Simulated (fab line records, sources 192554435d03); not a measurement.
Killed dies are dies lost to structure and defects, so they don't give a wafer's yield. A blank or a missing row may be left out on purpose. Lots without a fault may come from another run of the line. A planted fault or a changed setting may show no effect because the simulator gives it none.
One fault seen from 3 desks | flow n5_finfet | each desk has only its own numbers; what lay behind them comes last

THE METROLOGY DESK
What the gauges read, lot by lot, whatever tool the lot ran on: means of the sampled wafers that have a number. A lot is out of limits, marked OUT, if its mean lies more than 4 standard deviations from the usual mean; the brackets give that distance. Of its 11 readings 7 are shown: those that lie furthest out on some lot.
Columns: A = DIBL_N at N5_BEOL_M4_RC_MEAS_101, usual 36.3 mV/V; B = DIBL_P at N5_BEOL_M4_RC_MEAS_101, usual 36.0 mV/V; C = IOFF_N at N5_BEOL_M4_RC_MEAS_101, usual 0.16 nA/um; D = IOFF_P at N5_BEOL_M4_RC_MEAS_101, usual 0.21 nA/um; E = SS_P at N5_BEOL_M4_RC_MEAS_101, usual 73.3 mV/dec; F = VT_N at N5_BEOL_M4_RC_MEAS_101, usual 250 mV; G = VT_P at N5_BEOL_M4_RC_MEAS_101, usual -250 mV
lot  | first seen here | A    | B    | C    | D    | E    | F   | G
L691 | day 3 14:43     | 35.9 | 35.5 | 0.15 | 0.21 | 73.0 | 251 | -247
L692 | day 3 17:48     | 34.4 | 33.3 | 0.12 | 0.16 | 72.7 | 254 | -256
L702 | day 6 14:16     | 35.8 | 35.5 | 0.16 | 0.23 | 72.8 | 248 | -248
L704 | day 6 20:16     | 36.1 | 34.1 | 0.15 | 0.19 | 72.7 | 250 | -250
L706 | day 7 05:11     | 37.1 | 37.0 | 0.17 | 0.22 | 74.2 | 247 | -247
L707 | day 7 12:57     | 38.9 | 36.6 | 0.18 | 0.22 | 73.5 | 250 | -251
This desk's finding: nothing out of limits on any of the 6 lots.

THE DEFECT DESK
What the inspections along the route counted, lot by lot: means of the sampled wafers that have a number. A lot is out of limits, marked OUT, if its mean lies more than 4 standard deviations from the usual mean; the brackets give that distance.
Columns: A = raw_defect_count at N5_SD_EPI_N_INSPECT_26, usual 193
lot  | first seen here | A
L691 | day 3 15:16     | 218
L692 | day 3 18:23     | 145
L702 | day 6 14:56     | 177
L704 | day 6 20:50     | 204
L706 | day 7 06:28     | 211
L707 | day 7 13:30     | 203
This desk's finding: nothing out of limits on any of the 6 lots.

THE TOOL OWNER'S DESK: litho_track-01
The tool's own readings at N5_SD_EPI_P_COAT_34 (time 60 s, resist thk 350 nm): means of the sampled wafers that have a number, for each lot that ran on this tool. A lot is out of limits, marked OUT, if its mean lies more than 4 standard deviations from the usual mean; the brackets give that distance.
Columns: A = dispense_pressure_kPa at N5_SD_EPI_P_COAT_34, usual 49 kPa; B = spin_speed_rpm at N5_SD_EPI_P_COAT_34, usual 1499.9 rpm
lot  | first seen here | A  | B
L691 | day 3 15:19     | 47 | 1500.8
L702 | day 6 14:59     | 47 | 1457.9 (-47) OUT
L704 | day 6 20:52     | 47 | 1458.7 (-46) OUT
This desk's finding: out of limits on L702, L704; first on L702, day 6 14:59 (spin_speed_rpm at N5_SD_EPI_P_COAT_34). In limits: L691.

PUT TOGETHER
The tool owner's desk could have raised an alarm at day 6 14:59, on L702, L704.
The metrology desk saw nothing out of limits.
The defect desk saw nothing out of limits.
The metrology desk has L702, L704 on record, within its limits.
The defect desk has L702, L704 on record, within its limits.
Of the lots named, all ran N5_SD_EPI_P_COAT_34 on litho_track-01.

WHAT THE SIMULATOR HAD PUT IN
Process parameter drift: litho_track-01, from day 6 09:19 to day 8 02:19, at N5_SD_EPI_P_COAT_34. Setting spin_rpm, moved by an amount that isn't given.
Lots struck among those shown: L702, L704.
Hours from the fault's start to each desk's first reading out of limits: the tool owner's desk, 6.
